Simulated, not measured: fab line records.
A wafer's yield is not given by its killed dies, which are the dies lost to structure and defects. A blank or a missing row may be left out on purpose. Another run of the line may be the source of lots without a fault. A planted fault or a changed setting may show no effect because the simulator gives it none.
Chamber matching	flow n5Finfet	N5_BEOL_M0_SAQP_CUT_ETCH_46 on rieDiel-03 has 4 sister chambers
The step etches SOC in N2/H2, target depth 135 nm, overetch 27 nm, time 202.5 s. 8 wafers are shown with their chamber, then 9 later ones without.

EACH WAFER AND ITS CHAMBER
wafer	chamber	showerheadPlenumPTorr (Torr)	drypumpMotorCurrentA (A)
L081.3	1	2.53	5.8
L083.6	2	2.42	5.7
L085.2	1	2.53	5.7
L085.3	2	2.42	5.7
L085.6	3	2.64	5.5
L091.1	0	2.67	5.9
L091.4	3	2.63	5.5
L091.6	0	2.67	5.9

WAFERS WITH NO CHAMBER GIVEN
wafer	showerheadPlenumPTorr (Torr)	drypumpMotorCurrentA (A)
L093.1	2.41	5.7
L093.3	2.67	5.9
L093.5	2.52	5.7
L095.1	2.52	5.7
L095.2	2.66	6.0
L095.4	2.41	5.7
L094.1	2.63	5.5
L094.4	2.52	5.8
L094.5	2.52	5.7

WHICH CHAMBER EACH ONE RAN IN
wafer	from the rows above	in truth
L093.1	2	2
L093.3	0	0
L093.5	1	1
L095.1	1	1
L095.2	0	0
L095.4	2	2
L094.1	3	3
L094.4	1	1
L094.5	1	1
Placed correctly: 9 of 9. Can't be placed from these rows: 0. Number placed wrongly: 0.
How it was worked out, from the rows above alone: a wafer's distance from a chamber is the root of the sum, over the readings, of the square of ((its reading less the chamber's mean) divided by the reading's scatter). If the next closest chamber is less than 2 further off than the closest, the wafer can't be placed; otherwise it belongs to the closest. A chamber's mean is the mean of its shown wafers. The scatter: the root of (the sum of the squares of (reading less its chamber's mean) over the shown wafers, divided by (wafers less chambers)).
